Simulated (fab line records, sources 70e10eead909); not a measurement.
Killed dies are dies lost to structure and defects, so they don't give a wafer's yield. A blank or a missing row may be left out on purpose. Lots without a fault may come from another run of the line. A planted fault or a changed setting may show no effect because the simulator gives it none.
A struck lot beside a sound one | flow nand_harc | 15 steps out of a route of 1159
Sound: wafers L968.2, L968.3, L968.4. Struck: wafers L970.1, L970.4, L970.6. The cause comes at the end.
At each step with rows: each side's tool, then ch and its chambers, then its first start. Under that, the readings that differ: sound wafers | struck wafers | difference of the means | sigmas: that difference in standard deviations of wafers without a fault.
alike: readings whose means differ by less than 2 such deviations, and words and numbers that are the same on both sides. not compared: withheld readings, readings that some wafer has no value for, bounds like >300 that may hide the same value, and numbers for which the record gives no deviation and whose values overlap.
The two part at a step that has a row with sigmas, a row that says differs or no value, or rows on one side only. Numbers that don't overlap but have no deviation are shown without sigmas and don't part them. A reading that every wafer of one side lacks parts them only if that side has two wafers or more.

NHARC_P_GATE_STRIP_95: strips in O2.
  sound on plasma_asher-02 ch 0,1, day 7 17:14; struck on plasma_asher-01 ch 0,1, day 7 21:22
  alike: drypump_motor_current_A, heater_power_w, temp_c
  not compared: rf_hours_counter_h
then, 1 step without rows for these wafers: NHARC_P_GATE_STRIP_96 (strips in SPM, time 900 s).
NHARC_P_GATE_RTA_64: time 1 s.
  sound on rtp_anneal-01 ch 0, day 7 17:50; struck on rtp_anneal-02 ch 0, day 7 21:56
  reading             | sound          | struck         | difference | sigmas
  lamp_zone_3_pct (%) | 34.6 34.6 34.6 | 36.4 36.3 36.3 | +1.7       | +2
  lamp_zone_4_pct (%) | 34.6 34.6 34.6 | 36.3 36.4 36.3 | +1.7       | +2
  alike: lamp_power_pct, lamp_zone_1_pct, wafer_temp_C_max
then, 1 step without rows for these wafers: NHARC_P_GATE_ETCH_77 (etches SiO2 in dHF, target depth 6 nm).
NHARC_P_GATE_DEGAS_109: time 60 s.
  sound on pvd_sputter-03, day 7 18:06; struck on pvd_sputter-03, day 7 22:14
  alike: heater_power_w
then, 3 steps without rows for these wafers: NHARC_P_GATE_PRE_CLEAN_110 (time 30 s); NHARC_P_GATE_SPUTTER_78 (material Ni, target thk 10 nm); NHARC_P_GATE_SPUTTER_79 (material TiN, target thk 10 nm).
NHARC_P_GATE_RTA_80: time 30 s.
  sound on rtp_anneal-01 ch 0, day 7 18:26; struck on rtp_anneal-02 ch 0, day 7 22:31
  reading             | sound             | struck            | difference | sigmas
  lamp_power_pct (%)  | 2.06 2.06 2.06    | 2.17 2.17 2.17    | +0.11      | +2
  lamp_zone_1_pct (%) | 2.06 2.06 2.06    | 2.17 2.17 2.17    | +0.11      | +2
  lamp_zone_3_pct (%) | 2.06 2.06 2.06    | 2.17 2.17 2.17    | +0.11      | +2
  lamp_zone_4_pct (%) | 2.06 2.06 2.06    | 2.17 2.17 2.17    | +0.11      | +2
  wafer_temp_C_max    | 300.7 300.8 301.1 | 301.5 301.7 302.8 | +1.1       | +3
then, 1 step without rows for these wafers: NHARC_P_GATE_STRIP_67 (strips in SPM, time 600 s).
NHARC_P_GATE_RTA_82: time 30 s.
  sound on rtp_anneal-01 ch 0, day 7 18:53; struck on rtp_anneal-01 ch 0, day 7 23:00
  alike: lamp_power_pct, lamp_zone_1_pct, lamp_zone_3_pct, lamp_zone_4_pct, wafer_temp_C_max
NHARC_P_GATE_INSPECT_68:
  sound on defect_inspect-02, day 7 19:04; struck on defect_inspect-02, day 7 23:11
  alike: raw_defect_count
NHARC_P_CONTACT_DEP_30: deposits SiNx, target thk 30 nm.
  sound on pecvd-03 ch 0,2, day 7 19:07; struck on pecvd-01 ch 0,1,2, day 7 23:16
  no value came back on the struck wafers for heater_power_outer_w (W), heater_power_w (W); on the sound wafers heater_power_outer_w (W) reads 473 356 357
then, 1 step without rows for these wafers: NHARC_P_CONTACT_DEP_00 (deposits SiO2, target thk 500 nm).
-- the record jumps here: 14 days lie between the struck wafers' starts before and after (it left off in module P_CONTACT and takes up again in module END, whose first step shown is number 1159 of the route) --
NHARC_END_SORT_01:
  the record has rows for the struck wafers here (prober-01 ch 0, day 22 07:30) and none for the sound ones

WHERE THEY PART
First at NHARC_P_GATE_RTA_64; last, within this record, at NHARC_END_SORT_01.

WHY: what the simulator had put in
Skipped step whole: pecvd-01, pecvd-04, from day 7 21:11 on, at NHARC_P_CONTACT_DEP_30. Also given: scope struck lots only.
